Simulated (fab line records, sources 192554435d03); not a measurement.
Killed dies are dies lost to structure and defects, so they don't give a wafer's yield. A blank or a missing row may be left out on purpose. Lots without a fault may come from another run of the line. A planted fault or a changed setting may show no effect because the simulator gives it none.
Split-lot experiment | flow n5_finfet | 7 lots, 21 wafers read, on a route of 1938 steps

THE SPLIT
At N5_BEOL_M0_SAQP_EXPOSE_37 (exposes mask M0 CUT1, target cd 30 nm), the setting dose_mj was moved away from the recipe's 44.75 on 11 of the 21 wafers read, by -7.1% to +6.2%. The other wafers ran this setting at the recipe's value.

FROM THE SPLIT TO THE READING: what the file shows between them, 2 steps
- N5_BEOL_M0_SAQP_PEB_38: peb time 60 s
- N5_BEOL_M0_SAQP_DEVELOP_39: develop time 30 s

THE READING
cd_nm, in nm, at N5_BEOL_M0_SAQP_CD_MEAS_40 (target cd 30 nm). Fault-free wafers of this fab line usually give 29.93 nm, standard deviation 0.27 nm.

wafer  | tool, chamber at the split | dose_mj as run | against the recipe | cd_nm, nm | against lot-mates on the recipe
L077.3 | euv_scanner-02, 0          | 47.52          | +6.2%              | 30.95     | +0.70
L077.5 | euv_scanner-02, 0          | 44.75          | recipe             | 30.25     | -
L077.6 | euv_scanner-02, 0          | 47.52          | +6.2%              | 31.27     | +1.02
L079.1 | euv_scanner-01, 0          | 44.75          | recipe             | 30.17     | -
L079.3 | euv_scanner-01, 0          | 44.75          | recipe             | 29.71     | -
L079.4 | euv_scanner-01, 0          | 44.75          | recipe             | 29.44     | -
L080.2 | euv_scanner-01, 0          | 47.35          | +5.8%              | 30.91     | +1.07
L080.5 | euv_scanner-01, 0          | 47.35          | +5.8%              | 30.79     | +0.95
L080.6 | euv_scanner-01, 0          | 44.75          | recipe             | 29.84     | -
L081.1 | euv_scanner-02, 0          | 47.41          | +5.9%              | 31.02     | +1.10
L081.5 | euv_scanner-02, 0          | 44.75          | recipe             | 29.92     | -
L081.6 | euv_scanner-02, 0          | 47.41          | +5.9%              | 31.38     | +1.46
L085.1 | euv_scanner-02, 0          | 44.75          | recipe             | 29.86     | -
L085.2 | euv_scanner-02, 0          | 42.89          | -4.2%              | 29.36     | -0.50
L085.5 | euv_scanner-02, 0          | 42.89          | -4.2%              | 29.00     | -0.86
L086.1 | euv_scanner-01, 0          | 44.75          | recipe             | 29.73     | -
L086.5 | euv_scanner-01, 0          | 44.75          | recipe             | 30.14     | -
L086.6 | euv_scanner-01, 0          | 42.99          | -3.9%              | 29.49     | -0.45
L088.1 | euv_scanner-02, 0          | 41.59          | -7.1%              | 28.19     | -1.74
L088.2 | euv_scanner-02, 0          | 44.75          | recipe             | 29.93     | -
L088.5 | euv_scanner-02, 0          | 41.59          | -7.1%              | 28.13     | -1.80

THE FIT
A straight line over all 21 wafers: cd_nm changes by +0.202 nm for each +1% of dose_mj; r = +0.96; the points scatter about the line by 0.25 nm.
The same after taking each lot's own level away (the mean of its wafers on the recipe; 21 wafers): +0.193 nm for each +1%; r = +0.96; scatter 0.26 nm.
On that fit, the largest move of dose_mj shifts the reading by 1.4 nm.
The lots' own levels span 29.773 to 30.250 nm, that is 1.8 times the standard deviation above.
So the lot-to-lot level changes the slope little: the two slopes agree.
Check: with one of the wafers moved furthest among these (-7.1%) left out of the fit, the line predicts -1.32 nm for it against its lot-mates. It came out at -1.74 nm against them.

THE WHOLE CHAIN: every reading that the file lists as answering this split, in the file's order
step                        | what it does                                                           | reading                                                             | change (the file's fit)               | r (the file's)
N5_BEOL_M0_SAQP_CD_MEAS_40  | target cd 30 nm                                                        | cd_nm                                                               | +0.189 nm for each +1% of the setting | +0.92
N5_BEOL_M0_SAQP_DESCUM_45   | chemistry O2, time 7 s                                                 | BEOL_M0_SAQP.cd_nm (the simulator's own value, which no gauge read) | +0.228 nm for each +1% of the setting | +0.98
N5_BEOL_M0_SAQP_ETCH_88     | etches underlayer in N2/H2, target depth 6.5 nm, time 5.2 s            | BEOL_M0_SAQP.cd_nm (the simulator's own value, which no gauge read) | +0.206 nm for each +1% of the setting | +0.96
N5_BEOL_M0_SAQP_CUT_ETCH_46 | etches SOC in N2/H2, target depth 135 nm, overetch 27 nm, time 202.5 s | BEOL_M0_SAQP.cd_nm (the simulator's own value, which no gauge read) | +0.188 nm for each +1% of the setting | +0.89
N5_BEOL_M0_SAQP_ETCH_49     | etches SiO2 in CF4/O2, target depth 37 nm                              | BEOL_M0_SAQP.cd_nm (the simulator's own value, which no gauge read) | +0.182 nm for each +1% of the setting | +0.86

THE FILE'S OWN FIT
cd_nm changes by +0.189 nm for each +1% of dose_mj, r = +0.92.
